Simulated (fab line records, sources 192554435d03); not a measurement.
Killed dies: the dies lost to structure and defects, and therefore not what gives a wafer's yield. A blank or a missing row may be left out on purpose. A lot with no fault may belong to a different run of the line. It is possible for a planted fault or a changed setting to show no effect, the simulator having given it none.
Matching of chambers | flow n5-finfet | N5_DUMMY_REMOVAL_HM_STRIP_01 on rie-diel-01: 4 sister chambers
The step strips SiNx in CH3F/O2, stops on poly-Si, target depth 4 nm, time 6.8 s. 4 wafers are shown with their chamber, then 10 later ones without.

WAFERS WITH THEIR CHAMBER
wafer  | chamber | drypump-motor-current-A (A)
L089.1 | 2       | 5.7
L089.6 | 0       | 5.5
L090.3 | 1       | 6.6
L090.4 | 3       | 6.6

WAFERS WHOSE CHAMBER IS MISSING
wafer  | drypump-motor-current-A (A)
L090.6 | 6.6
L093.1 | 5.6
L093.4 | 6.6
L093.6 | 6.6
L094.2 | 5.6
L094.4 | 6.6
L094.5 | 6.6
L095.3 | 6.6
L095.5 | 5.5
L095.6 | 6.6

CHAMBER TAKEN BY EACH
wafer  | from the rows above     | in truth
L090.6 | can't be placed: 1 or 3 | 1
L093.1 | can't be placed: 0 or 2 | 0
L093.4 | can't be placed: 1 or 3 | 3
L093.6 | can't be placed: 1 or 3 | 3
L094.2 | can't be placed: 0 or 2 | 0
L094.4 | can't be placed: 1 or 3 | 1
L094.5 | can't be placed: 1 or 3 | 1
L095.3 | can't be placed: 1 or 3 | 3
L095.5 | 0                       | 0
L095.6 | can't be placed: 1 or 3 | 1
Correct placement for 1 of the 10. Unplaceable from these rows: 9, with the true chamber sitting among the candidates in 9. Placed wrongly: 0.
How it was worked out, from the rows above alone: a wafer's distance from a chamber is the root of the sum, over the readings, of the square of ((its reading less the chamber's mean) divided by the reading's scatter). The wafer belongs to the nearest chamber; if the next one is less than 2 further off, it can't be placed. A chamber's mean is the mean of its shown wafers. The scatter (one wafer shown for each chamber): square how far every hidden wafer sits from the nearest shown wafer, average those squares and take the square root.
